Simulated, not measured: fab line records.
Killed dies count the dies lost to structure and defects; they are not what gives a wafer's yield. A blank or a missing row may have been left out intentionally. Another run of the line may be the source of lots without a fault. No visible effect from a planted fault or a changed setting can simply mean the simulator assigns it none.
Matching of chambers -- flow nandHarc -- NHARC_P_GATE_DEP_103 on pecvd-02: 3 sister chambers
The step deposits SiON, target thk 30 nm. 6 wafers are shown with their chamber, then 8 later ones without.

WAFERS, EACH WITH ITS CHAMBER
wafer,chamber,heaterPowerW (W)
L800.6,1,775
L802.3,1,698
L806.1,0,831
L806.2,2,726
L806.4,2,722
L813.1,0,811

WAFERS WITHOUT THEIR CHAMBER
wafer,heaterPowerW (W)
L813.5,881
L813.6,794
L814.3,726
L814.5,756
L814.6,773
L815.2,795
L815.3,659
L815.4,675

CHAMBER TAKEN BY EACH
wafer,from the rows above,in truth
L813.5,0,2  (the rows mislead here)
L813.6,can't be placed: 0 or 1 or 2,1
L814.3,can't be placed: 2 or 1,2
L814.5,can't be placed: 1 or 2 or 0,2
L814.6,can't be placed: 1 or 0 or 2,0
L815.2,can't be placed: 0 or 1 or 2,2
L815.3,can't be placed: 2 or 1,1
L815.4,can't be placed: 2 or 1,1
Correct placement for 0 of the 8. These rows do not allow placing 7 (true chamber among the candidates in 7). Placed wrongly: 1.
How it was worked out, from the rows above alone: a wafer's distance from a chamber is the root of the sum, over the readings, of the square of ((its reading less the chamber's mean) divided by the reading's scatter). The wafer belongs to the nearest chamber; if the next one is less than 2 further off, it can't be placed. The mean given for a chamber averages the wafers shown for that chamber. The scatter is the square root of a quotient: the sum, over the shown wafers, of each reading's squared deviation from its chamber's mean, divided by wafers minus chambers.
